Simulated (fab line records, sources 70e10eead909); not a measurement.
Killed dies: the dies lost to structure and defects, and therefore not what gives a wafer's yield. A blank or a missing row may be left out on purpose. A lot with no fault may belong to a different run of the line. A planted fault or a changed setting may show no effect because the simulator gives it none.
fab line records + flow nand_harc
record:
- lots: 6
- wafers: 18
- last_day: 25
route steps=1159 shown A_ZERO_WELL@412 A_SOURCE_PLATE@413 A_ONON_D1@424 END@1159
lots untouched by any fault: they come from a run of this same line in which no faults occurred
start_h: start of the lot's first displayed wafer, in hours after the record's first day + wait_h: hours from the lot's prior step to this one + " same as the row above + L1.1+2: several wafers, shown together as one row + - no value present, or no start provided + * or withheld: withheld + < > ~ a bound
route shown NAME@n: NAME is a module with steps in the file, n the number in the route of the first one + usual: mean/standard deviation taken from wafers without a fault + same: alike in all rows + chamber/n: place in a boat + sites: each site's reading + _std_site: their standard deviation + _edge_site: outer sites' mean less inner sites' + radius_mm: for every site, how far away it sits from the centre of the wafer + mask NAME#n: copy n + behind: the tool/chamber that last shaped the wafer + hold: reason for holding the lot/hours on hold/outcome of the hold + device: names the non-switching transistor (n, p or np) + end of line: the same wafers' tests at the end of the route + where a step has no rows: the recipe by itself + killed: the dies lost at the first sort to structure and to defects; this is not the yield of the wafer + map: per-die view of a wafer (x killed, . not killed, _ where there is no die)
set.NAME: the setting as run; set.NAME@STEP: as run at that earlier step + model.NAME: the simulator's own value behind a step, which no gauge read
lots at selected steps of the route; one table per step, one row per wafer
services: a tool's chamber out of use, with start hour (start_h, from the record's first day; less than 0 if before it), hours out, and reason
== steps ==
step: NHARC_A_ZERO_WELL_INSPECT_17
usual:
- raw_defect_count: 9/5.3
| lot.wafer | tool              | chamber | start_h | wait_h | raw_defect_count |
|-----------|-------------------|---------|---------|--------|------------------|
| L676.2    | defect_inspect-02 | -       | 138.25  | 0.1    | 4                |
| L676.4    | "                 | -       | "       | "      | 6                |
| L676.5    | "                 | -       | "       | "      | 18               |
| L682.1    | defect_inspect-01 | -       | 171.29  | 0.2    | 9                |
| L682.3    | "                 | -       | "       | "      | 19               |
| L682.5    | "                 | -       | "       | "      | 12               |
| L685.2    | defect_inspect-01 | -       | 188.66  | 0.1    | 4                |
| L685.4    | "                 | -       | "       | "      | 9                |
| L685.5    | "                 | -       | "       | "      | 8                |
| L686.1    | defect_inspect-01 | -       | 205.17  | 0.2    | 11               |
| L686.2    | "                 | -       | "       | "      | 6                |
| L686.4    | "                 | -       | "       | "      | 6                |
| L694.2    | defect_inspect-01 | -       | 242.47  | 0.2    | 8                |
| L694.3    | "                 | -       | "       | "      | 11               |
| L694.4    | "                 | -       | "       | "      | 5                |
| L697.3    | defect_inspect-01 | -       | 254.86  | 0.1    | 9                |
| L697.4    | "                 | -       | "       | "      | 7                |
| L697.5    | "                 | -       | "       | "      | 4                |
step: NHARC_A_SOURCE_PLATE_PRECLEAN_00
recipe:
- time_s: 60
- chemistry: HF-LAST
step: NHARC_A_SOURCE_PLATE_SRD_01
step: NHARC_A_SOURCE_PLATE_OXIDE_02
recipe:
- target_thk_a: 100
- temp_c: 900
- ox_time_s: 1362
- material: SiO2
step: NHARC_A_SOURCE_PLATE_THK_MEAS_09
recipe:
- thk_meas_gauge: ellipsometry
usual:
- thk_nm: 9.8/0.96
| lot.wafer | tool          | chamber | start_h | wait_h | thk_nm |
|-----------|---------------|---------|---------|--------|--------|
| L676.2    | film_metro-02 | -       | 145.37  | 0.4    | 10.3   |
| L676.4    | "             | -       | "       | "      | 7.7    |
| L676.5    | "             | -       | "       | "      | 8.7    |
| L682.1    | film_metro-01 | -       | 178.33  | 0.4    | 9.5    |
| L682.3    | "             | -       | "       | "      | 9.4    |
| L682.5    | "             | -       | "       | "      | 10.8   |
| L685.2    | film_metro-02 | -       | 196.66  | 0.4    | 9.8    |
| L685.4    | "             | -       | "       | "      | 9.2    |
| L685.5    | "             | -       | "       | "      | 10.4   |
| L686.1    | film_metro-02 | -       | 213.73  | 0.4    | 9.0    |
| L686.2    | "             | -       | "       | "      | 9.1    |
| L686.4    | "             | -       | "       | "      | 9.9    |
| L694.2    | film_metro-02 | -       | 247.49  | 0.4    | 10.8   |
| L694.3    | "             | -       | "       | "      | 9.4    |
| L694.4    | "             | -       | "       | "      | 9.9    |
| L697.3    | film_metro-02 | -       | 262.56  | 0.4    | 10.7   |
| L697.4    | "             | -       | "       | "      | 9.2    |
| L697.5    | "             | -       | "       | "      | 9.6    |
step: NHARC_A_SOURCE_PLATE_PVD_04
recipe:
- target_thk_a: 500
- material: WSi2
step: NHARC_A_SOURCE_PLATE_CVD_03
recipe:
- target_thk_a: 2000
- temp_c: 620
- pressure_mtorr: 200
- time_s: 4000
- material: poly-Si
step: NHARC_A_SOURCE_PLATE_ANNEAL_05
recipe:
- temp_c: 850
- time_s: 1800
step: NHARC_A_SOURCE_PLATE_THK_MEAS_06
recipe:
- thk_meas_gauge: ellipsometry
usual:
- thk_nm: 199.6/1.9
| lot.wafer | tool          | chamber | start_h | wait_h | thk_nm |
|-----------|---------------|---------|---------|--------|--------|
| L676.2    | film_metro-01 | -       | 159.32  | 0.4    | 196.6  |
| L676.4    | "             | -       | "       | "      | 199.0  |
| L676.5    | "             | -       | "       | "      | 200.4  |
| L682.1    | film_metro-02 | -       | 192.90  | 0.4    | 199.4  |
| L682.3    | "             | -       | "       | "      | 200.8  |
| L682.5    | "             | -       | "       | "      | 203.1  |
| L685.2    | film_metro-01 | -       | 215.13  | 0.4    | 195.4  |
| L685.4    | "             | -       | "       | "      | 196.9  |
| L685.5    | "             | -       | "       | "      | 198.6  |
| L686.1    | film_metro-01 | -       | 227.34  | 0.4    | 202.4  |
| L686.2    | "             | -       | "       | "      | 201.1  |
| L686.4    | "             | -       | "       | "      | 201.3  |
| L694.2    | film_metro-01 | -       | 262.21  | 0.4    | 200.3  |
| L694.3    | "             | -       | "       | "      | 201.8  |
| L694.4    | "             | -       | "       | "      | 200.4  |
| L697.3    | film_metro-01 | -       | 279.17  | 0.4    | 200.3  |
| L697.4    | "             | -       | "       | "      | 199.7  |
| L697.5    | "             | -       | "       | "      | 199.5  |
step: NHARC_A_SOURCE_PLATE_INSPECT_08
usual:
- raw_defect_count: 64/28
| lot.wafer | tool              | chamber | start_h | wait_h | raw_defect_count |
|-----------|-------------------|---------|---------|--------|------------------|
| L676.2    | defect_inspect-01 | -       | 159.38  | 0.0    | 63               |
| L676.4    | "                 | -       | "       | "      | 78               |
| L676.5    | "                 | -       | "       | "      | 65               |
| L682.1    | defect_inspect-01 | -       | 192.99  | 0.0    | 39               |
| L682.3    | "                 | -       | "       | "      | 49               |
| L682.5    | "                 | -       | "       | "      | 65               |
| L685.2    | defect_inspect-02 | -       | 215.19  | 0.0    | 218              |
| L685.4    | "                 | -       | "       | "      | 73               |
| L685.5    | "                 | -       | "       | "      | 129              |
| L686.1    | defect_inspect-02 | -       | 227.40  | 0.0    | 47               |
| L686.2    | "                 | -       | "       | "      | 53               |
| L686.4    | "                 | -       | "       | "      | 78               |
| L694.2    | defect_inspect-01 | -       | 262.27  | 0.0    | 53               |
| L694.3    | "                 | -       | "       | "      | 57               |
| L694.4    | "                 | -       | "       | "      | 95               |
| L697.3    | defect_inspect-01 | -       | 279.23  | 0.0    | 78               |
| L697.4    | "                 | -       | "       | "      | 46               |
| L697.5    | "                 | -       | "       | "      | 81               |
step: NHARC_A_ONON_D1_DEP_00
recipe:
- target_thk_a: 10000
- n2_flow_sccm: 2750
- n2o_flow_sccm: 2000
- nh3_flow_sccm: 500
- sih4_flow_sccm: 210
- temp_c: 400
usual:
- nh3_flow_sccm: 500.0/1.6
| lot.wafer | tool          | chamber | start_h | wait_h | nh3_flow_sccm |
|-----------|---------------|---------|---------|--------|---------------|
| L676.2    | pecvd_onon-02 | 0       | 159.51  | 0.1    | 498.2         |
| L676.4    | "             | 0       | "       | "      | 501.4         |
| L676.5    | "             | 0       | "       | "      | 503.8         |
| L682.1    | pecvd_onon-02 | 0       | 193.05  | 0.1    | 498.6         |
| L682.3    | "             | 0       | "       | "      | 498.1         |
| L682.5    | "             | 0       | "       | "      | 496.8         |
| L685.2    | pecvd_onon-03 | 0       | 215.32  | 0.1    | 500.5         |
| L685.4    | "             | 0       | "       | "      | 500.8         |
| L685.5    | "             | 0       | "       | "      | 499.3         |
| L686.1    | pecvd_onon-01 | 0       | 227.47  | 0.1    | 501.1         |
| L686.2    | "             | 0       | "       | "      | 500.3         |
| L686.4    | "             | 0       | "       | "      | 500.9         |
| L694.2    | pecvd_onon-03 | 0       | 262.39  | 0.1    | 500.7         |
| L694.3    | "             | 0       | "       | "      | 499.5         |
| L694.4    | "             | 0       | "       | "      | 500.0         |
| L697.3    | pecvd_onon-03 | 0       | 279.41  | 0.2    | 498.5         |
| L697.4    | "             | 0       | "       | "      | 495.2         |
| L697.5    | "             | 0       | "       | "      | 498.4         |
step: NHARC_A_ONON_D1_THK_MEAS_02
recipe:
- thk_meas_gauge: ellipsometry
usual:
- thk_nm: 1000/7.4
| lot.wafer | tool          | chamber | start_h | wait_h | thk_nm |
|-----------|---------------|---------|---------|--------|--------|
| L676.2    | film_metro-02 | -       | 159.96  | -      | 996    |
| L676.4    | "             | -       | "       | "      | 997    |
| L676.5    | "             | -       | "       | "      | 996    |
| L682.1    | film_metro-01 | -       | 193.56  | -      | 1010   |
| L682.3    | "             | -       | "       | "      | 1011   |
| L682.5    | "             | -       | "       | "      | 1010   |
| L685.2    | film_metro-01 | -       | 215.77  | -      | 1009   |
| L685.4    | "             | -       | "       | "      | 1009   |
| L685.5    | "             | -       | "       | "      | 1009   |
| L686.1    | film_metro-01 | -       | 227.97  | -      | 1000   |
| L686.2    | "             | -       | "       | "      | 999    |
| L686.4    | "             | -       | "       | "      | 1000   |
| L694.2    | film_metro-01 | -       | 262.87  | -      | 998    |
| L694.3    | "             | -       | "       | "      | 707    |
| L694.4    | "             | -       | "       | "      | 1000   |
| L697.3    | film_metro-02 | -       | 279.81  | -      | 704    |
| L697.4    | "             | -       | "       | "      | 994    |
| L697.5    | "             | -       | "       | "      | 997    |
step: NHARC_A_ONON_D1_DEP_03
recipe:
- target_thk_a: 10000
- n2_flow_sccm: 2750
- n2o_flow_sccm: 2000
- nh3_flow_sccm: 500
- sih4_flow_sccm: 210
- temp_c: 400
step: NHARC_END_SORT_01
recipe:
- temp_c: 25
usual:
- killed_at_array: 26/11
- killed_at_other: 0.4/0.78
- killed_at_periphery: 3.4/2.4
- killed_dies: 29/11
- killed_open: 3.1/1.9
- killed_short: 1.9/1.4
same:
- gross_dies: 677
| lot.wafer | tool      | chamber | start_h | wait_h | killed_at_array | killed_at_other | killed_at_periphery | killed_dies | killed_open | killed_short |
|-----------|-----------|---------|---------|--------|-----------------|-----------------|---------------------|-------------|-------------|--------------|
| L676.2    | prober-02 | 0       | 521.81  | 2.8    | 12              | 0               | 2                   | 14          | 0           | 1            |
| L676.4    | prober-02 | 0       | 523.41  | 3.4    | 18              | 0               | 2                   | 20          | 1           | 1            |
| L676.5    | prober-02 | 0       | 524.20  | 3.7    | 29              | 0               | 3                   | 32          | 3           | 1            |
| L686.1    | prober-01 | 0       | 552.26  | 2.5    | 25              | 0               | 2                   | 27          | 3           | 2            |
| L686.2    | prober-01 | 0       | 553.06  | 2.8    | 29              | 0               | 1                   | 30          | 4           | 2            |
| L686.4    | prober-01 | 0       | 554.66  | 3.4    | 28              | 0               | 3                   | 31          | 2           | 3            |
| L694.2    | prober-01 | 0       | 592.09  | 2.8    | 19              | 0               | 1                   | 20          | 3           | 3            |
| L694.3    | prober-01 | 0       | 592.89  | 3.1    | 673             | 0               | 4                   | 677         | 4           | 0            |
| L694.4    | prober-01 | 0       | 593.69  | 3.4    | 16              | 0               | 2                   | 18          | 3           | 4            |
| L697.3    | prober-02 | 0       | 604.30  | 3.1    | 673             | 1               | 3                   | 677         | 3           | 2            |
| L697.4    | prober-02 | 0       | 605.09  | 3.4    | 65              | 0               | 1                   | 66          | 3           | 1            |
| L697.5    | prober-02 | 0       | 605.89  | 3.7    | 42              | 0               | 3                   | 45          | 4           | 1            |
killed by level:class
L676.2 A_STAIRCASE:chamber_film_flake=3 P_GATE:chamber_film_flake=2 A_SGD_CUT:chamber_film_flake=2 A_SLIT:chamber_film_flake=2 A_CONTACT:chamber_film_flake=2 A_CONTACT:geometric_particle:short=1 A_CHANNEL_HOLE_D1:chamber_film_flake=1 A_BONDPAD:chamber_film_flake=1
L676.4 A_SLIT:chamber_film_flake=11 A_STAIRCASE:chamber_film_flake=2 A_SGD_CUT:chamber_film_flake=2 A_CHANNEL_FILL_D1:geometric_particle:open=1 A_M1:geometric_particle:short=1 P_GATE:chamber_film_flake=1 P_M2:chamber_film_flake=1 A_BLC:chamber_film_flake=1
L676.5 A_SLIT:chamber_film_flake=11 A_SGD_CUT:chamber_film_flake=7 A_STAIRCASE:chamber_film_flake=6 A_WL_FILL:chamber_film_flake=2 P_M1:geometric_particle:open=1 A_CHANNEL_HOLE_D1:geometric_particle:open=1 A_WL_FILL:geometric_particle:open=1 A_M1:geometric_particle:short=1
L686.1 A_CHANNEL_HOLE_D1:chamber_film_flake=13 A_STAIRCASE:chamber_film_flake=6 A_ONON_D1:geometric_particle:short=2 A_ONON_D1:geometric_particle:open=1 A_WL_FILL:geometric_particle:open=1 A_CONTACT:geometric_particle:open=1 P_ZERO_WELL:chamber_film_flake=1 P_M0:chamber_film_flake=1
L686.2 A_CHANNEL_HOLE_D1:chamber_film_flake=20 A_STAIRCASE:chamber_film_flake=3 A_CONTACT:geometric_particle:open=2 P_M1:geometric_particle:open=1 A_CHANNEL_HOLE_D1:geometric_particle:open=1 A_CHANNEL_FILL_D1:geometric_particle:short=1 A_WL_FILL:geometric_particle:short=1 A_ZERO_WELL:chamber_film_flake=1
L686.4 A_CHANNEL_HOLE_D1:chamber_film_flake=18 A_STAIRCASE:chamber_film_flake=3 A_CONTACT:chamber_film_flake=2 P_CONTACT:geometric_particle:short=1 P_M0:geometric_particle:open=1 A_SOURCE_PLATE:geometric_particle:short=1 A_WL_FILL:geometric_particle:short=1 A_BLC:geometric_particle:open=1
L694.2 A_CONTACT:chamber_film_flake=8 A_CHANNEL_HOLE_D1:chamber_film_flake=5 P_M0:geometric_particle:open=1 A_ONON_D1:geometric_particle:open=1 A_CHANNEL_HOLE_D1:geometric_particle:short=1 A_WL_FILL:geometric_particle:short=1 A_CONTACT:geometric_particle:open=1 A_CONTACT:geometric_particle:short=1
L694.3 A_ONON_D1:area_dep=660 A_CHANNEL_HOLE_D1:chamber_film_flake=5 A_CONTACT:chamber_film_flake=5 P_GATE:geometric_particle:open=2 A_CHANNEL_HOLE_D1:geometric_particle:open=1 A_CHANNEL_FILL_D1:geometric_particle:open=1 P_STI:chamber_film_flake=1 P_M2:chamber_film_flake=1
L694.4 A_BLC:chamber_film_flake=4 A_CHANNEL_HOLE_D1:geometric_particle:short=2 A_CHANNEL_FILL_D1:geometric_particle:open=2 A_STAIRCASE:chamber_film_flake=2 A_CONTACT:chamber_film_flake=2 P_GATE:geometric_particle:open=1 A_WL_FILL:geometric_particle:short=1 A_CONTACT:geometric_particle:short=1
L697.3 A_ONON_D1:area_dep=639 A_CHANNEL_HOLE_D1:chamber_film_flake=10 A_SLIT:chamber_film_flake=9 A_CONTACT:chamber_film_flake=5 P_BONDPAD:chamber_film_flake=2 A_STAIRCASE:chamber_film_flake=2 A_WL_FILL:chamber_film_flake=2 A_M1:chamber_film_flake=2
L697.4 A_SLIT:chamber_film_flake=30 A_CHANNEL_HOLE_D1:chamber_film_flake=19 A_STAIRCASE:chamber_film_flake=4 A_CONTACT:chamber_film_flake=3 A_M0:chamber_film_flake=2 A_CHANNEL_FILL_D1:geometric_particle:open=1 A_WL_FILL:geometric_particle:short=1 A_CONTACT:geometric_particle:open=1
L697.5 A_CHANNEL_HOLE_D1:chamber_film_flake=18 A_SLIT:chamber_film_flake=17 A_CONTACT:chamber_film_flake=2 P_GATE:geometric_particle:open=1 P_M0:geometric_particle:short=1 A_WL_FILL:geometric_particle:open=1 A_CONTACT:geometric_particle:open=1 A_BLC:geometric_particle:open=1
map L694.3 (x killed, . not)
____________x____________
_________xxxxxxx_________
_______xxxxxxxxxxx_______
______xxxxxxxxxxxxx______
_____xxxxxxxxxxxxxxx_____
____xxxxxxxxxxxxxxxxx____
____xxxxxxxxxxxxxxxxx____
___xxxxxxxxxxxxxxxxxxx___
___xxxxxxxxxxxxxxxxxxx___
__xxxxxxxxxxxxxxxxxxxxx__
__xxxxxxxxxxxxxxxxxxxxx__
_xxxxxxxxxxxxxxxxxxxxxxx_
_xxxxxxxxxxxxxxxxxxxxxxx_
_xxxxxxxxxxxxxxxxxxxxxxx_
_xxxxxxxxxxxxxxxxxxxxxxx_
_xxxxxxxxxxxxxxxxxxxxxxx_
xxxxxxxxxxxxxxxxxxxxxxxxx
xxxxxxxxxxxxxxxxxxxxxxxxx
xxxxxxxxxxxxxxxxxxxxxxxxx
xxxxxxxxxxxxxxxxxxxxxxxxx
xxxxxxxxxxxxxxxxxxxxxxxxx
_xxxxxxxxxxxxxxxxxxxxxxx_
_xxxxxxxxxxxxxxxxxxxxxxx_
_xxxxxxxxxxxxxxxxxxxxxxx_
_xxxxxxxxxxxxxxxxxxxxxxx_
_xxxxxxxxxxxxxxxxxxxxxxx_
__xxxxxxxxxxxxxxxxxxxxx__
__xxxxxxxxxxxxxxxxxxxxx__
___xxxxxxxxxxxxxxxxxxx___
___xxxxxxxxxxxxxxxxxxx___
____xxxxxxxxxxxxxxxxx____
____xxxxxxxxxxxxxxxxx____
_____xxxxxxxxxxxxxxx_____
______xxxxxxxxxxxxx______
_______xxxxxxxxxxx_______
_________xxxxxxx_________
____________x____________
map L697.3 (x killed, . not)
____________x____________
_________xxxxxxx_________
_______xxxxxxxxxxx_______
______xxxxxxxxxxxxx______
_____xxxxxxxxxxxxxxx_____
____xxxxxxxxxxxxxxxxx____
____xxxxxxxxxxxxxxxxx____
___xxxxxxxxxxxxxxxxxxx___
___xxxxxxxxxxxxxxxxxxx___
__xxxxxxxxxxxxxxxxxxxxx__
__xxxxxxxxxxxxxxxxxxxxx__
_xxxxxxxxxxxxxxxxxxxxxxx_
_xxxxxxxxxxxxxxxxxxxxxxx_
_xxxxxxxxxxxxxxxxxxxxxxx_
_xxxxxxxxxxxxxxxxxxxxxxx_
_xxxxxxxxxxxxxxxxxxxxxxx_
xxxxxxxxxxxxxxxxxxxxxxxxx
xxxxxxxxxxxxxxxxxxxxxxxxx
xxxxxxxxxxxxxxxxxxxxxxxxx
xxxxxxxxxxxxxxxxxxxxxxxxx
xxxxxxxxxxxxxxxxxxxxxxxxx
_xxxxxxxxxxxxxxxxxxxxxxx_
_xxxxxxxxxxxxxxxxxxxxxxx_
_xxxxxxxxxxxxxxxxxxxxxxx_
_xxxxxxxxxxxxxxxxxxxxxxx_
_xxxxxxxxxxxxxxxxxxxxxxx_
__xxxxxxxxxxxxxxxxxxxxx__
__xxxxxxxxxxxxxxxxxxxxx__
___xxxxxxxxxxxxxxxxxxx___
___xxxxxxxxxxxxxxxxxxx___
____xxxxxxxxxxxxxxxxx____
____xxxxxxxxxxxxxxxxx____
_____xxxxxxxxxxxxxxx_____
______xxxxxxxxxxxxx______
_______xxxxxxxxxxx_______
_________xxxxxxx_________
____________x____________
== services ==
| tool          | chamber | start_h | hours | kind |
|---------------|---------|---------|-------|------|
| pecvd_onon-03 | -       | 153.11  | 13.0  | pm   |
| pecvd_onon-01 | -       | 195.33  | 13.0  | pm   |
== key ==
first_sign:
- step: NHARC_A_ONON_D1_THK_MEAS_02
- reading: thk_nm
- direction: down
- sigmas: 40
- usual: 1000
- struck: 706
effect:
- step: NHARC_END_SORT_01
- reading: killed_at_array
- direction: up
- sigmas: 61
- usual: 26
- struck: 673
more_kills_born_at:
- NHARC_A_ONON_D1_DEP_00@pecvd_onon-03: 1299
met_at NHARC_A_ONON_D1_DEP_00
struck_wafers L694.3,L697.3
later_rows_left_out L694.3,L697.3
tester_left_out L694,L697
onset_between 215.32 262.39
fault:
- kind: process_parameter_drift
- tool: pecvd_onon-03
- chamber: -
- onset_h: 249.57
- steps: NHARC_A_ONON_D1_DEP_00
- channel: target_thk_a
- offset: *
- shape: step
- end_h: 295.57
- scope: struck_wafers_only
- acts_in: *
- stated: *
tester_left_out: of these lots the tester's yield and bins aren't shown, on N5 and GAA mostly nor the transistor test; their killed dies are dies lost to structure and defects alone, not to doping, threshold or leakage, so they don't give the yield
later_rows_left_out: the simulator's readings of these wafers behind a module that went badly wrong aren't trusted and aren't shown, but for the sort
